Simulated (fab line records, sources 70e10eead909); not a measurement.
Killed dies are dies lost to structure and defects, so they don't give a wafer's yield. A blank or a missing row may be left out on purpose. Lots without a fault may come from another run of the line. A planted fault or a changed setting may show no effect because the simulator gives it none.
Which tool did it? | flow nand_harc | 12 lots, 36 wafers sampled, at 5 steps of a route of 1302

WHAT THE GAUGES READ, wafer by wafer
NHARC_A_M0_THK_MEAS_24: measures by xrf.
lot  | measured     | on            | thk_nm (nm)
L075 | day 23 20:08 | film_metro-01 | 114.5 113.2 114.2
L078 | day 24 08:09 | film_metro-02 | 116.1 113.7 114.3
L079 | day 24 14:16 | film_metro-01 | 111.7 113.1 110.6
L081 | day 25 10:01 | film_metro-02 | 115.7 117.0 114.8
L083 | day 27 05:58 | film_metro-02 | 113.7 114.9 115.7
L085 | day 27 12:53 | film_metro-02 | 114.4 112.8 117.5
L087 | day 28 15:15 | film_metro-01 | 113.9 116.4 114.2
L089 | day 29 03:02 | film_metro-01 | 112.1 113.3 113.1
L091 | day 29 21:25 | film_metro-01 | 116.6 115.4 113.2
L093 | day 30 12:55 | film_metro-02 | 114.7 112.8 115.9
L096 | day 31 05:23 | film_metro-02 | 115.2 112.1 114.3
L097 | day 32 06:22 | film_metro-02 | 114.1 113.6 112.7

WHICH TOOL RAN EACH LOT (tool, then ch and the chambers of the sampled wafers, then the start)
lot  | NHARC_A_CONTACT_ETCH_133             | NHARC_A_CONTACT_ETCH_91            | NHARC_A_CONTACT_ALD_18              | NHARC_A_M0_ANNEAL_30
L075 | har_cap_etch-01 ch 0,1, day 22 21:50 | rie_diel-12 ch 1,2,3, day 22 22:40 | ald_metal-01 ch 0,1,3, day 23 08:35 | rtp_anneal-01 ch 0, day 23 19:28
L078 | har_cap_etch-01 ch 0,1, day 23 14:44 | rie_diel-12 ch 0,2, day 23 15:30   | ald_metal-01 ch 0,1, day 23 23:37   | rtp_anneal-02 ch 0, day 24 07:29
L079 | har_cap_etch-01 ch 0,1, day 23 19:35 | rie_diel-06 ch 0,2,3, day 23 20:22 | ald_metal-03 ch 1,2,3, day 24 05:50 | rtp_anneal-01 ch 0, day 24 13:36
L081 | har_cap_etch-01 ch 0,1, day 24 16:28 | rie_diel-12 ch 0,1,2, day 24 17:16 | ald_metal-02 ch 0,2,3, day 25 01:37 | rtp_anneal-01 ch 0, day 25 09:22
L083 | har_cap_etch-03 ch 0,1, day 26 12:35 | rie_diel-03 ch 0,2,3, day 26 13:18 | ald_metal-01 ch 0,1,3, day 26 21:20 | rtp_anneal-02 ch 0, day 27 05:22
L085 | har_cap_etch-01 ch 0, day 26 17:46   | rie_diel-03 ch 1,2, day 26 18:34   | ald_metal-03 ch 1,2,3, day 27 04:37 | rtp_anneal-01 ch 0, day 27 12:17
L087 | har_cap_etch-01 ch 0,1, day 27 21:56 | rie_diel-03 ch 1,2,3, day 27 22:40 | ald_metal-02 ch 0,1,3, day 28 06:45 | rtp_anneal-02 ch 0, day 28 14:36
L089 | har_cap_etch-02 ch 0,1, day 28 04:28 | rie_diel-12 ch 0,2,3, day 28 05:17 | ald_metal-02 ch 1,2, day 28 18:33   | rtp_anneal-02 ch 0, day 29 02:22
L091 | har_cap_etch-01 ch 0,1, day 29 01:43 | rie_diel-03 ch 0,2,3, day 29 02:31 | ald_metal-01 ch 0,2, day 29 12:37   | rtp_anneal-01 ch 0, day 29 20:45
L093 | har_cap_etch-03 ch 0,1, day 29 16:48 | rie_diel-12 ch 0,1,3, day 29 17:38 | ald_metal-01 ch 2,3, day 30 04:38   | rtp_anneal-01 ch 0, day 30 12:16
L096 | har_cap_etch-01 ch 0,1, day 30 09:56 | rie_diel-06 ch 0,2,3, day 30 10:43 | ald_metal-02 ch 0,1,3, day 30 20:46 | rtp_anneal-02 ch 0, day 31 04:43
L097 | har_cap_etch-03 ch 0, day 31 12:44   | rie_diel-12 ch 0,1,3, day 31 13:33 | ald_metal-01 ch 1,2,3, day 31 21:40 | rtp_anneal-01 ch 0, day 32 05:42
- NHARC_A_CONTACT_ETCH_133: etches the open film in C4F8/O2/Ar, time 374 s, target depth 1610 nm.
- NHARC_A_CONTACT_ETCH_91: etches the open film in CH3F/O2, target depth 40 nm, time 85.7 s.
- NHARC_A_CONTACT_ALD_18: deposits TiN, target thk 3 nm, pulse time 1 s, ald cycles 150.
- NHARC_A_M0_ANNEAL_30: time 90 s.

THE ANSWER, worked out from the rows above alone
Rule: what is usual is taken from the lots themselves. Put in order of their means at a reading, lots are off if they are a third of the lots or fewer, leave a main group of 4 or more, and stand apart from it by a gap of 3 or more times the standard deviation of the main group's means; of several such gaps the widest counts. A main group whose means are all the same, to the digits that the tables above print for the reading, isn't used. A lot without any number at a reading at which 4 lots or more have one is off too. The other lots that the step has rows for count as sound.
No lot is off at any reading shown: from this, nothing can be told.

WHAT THE SIMULATOR HAD PUT IN
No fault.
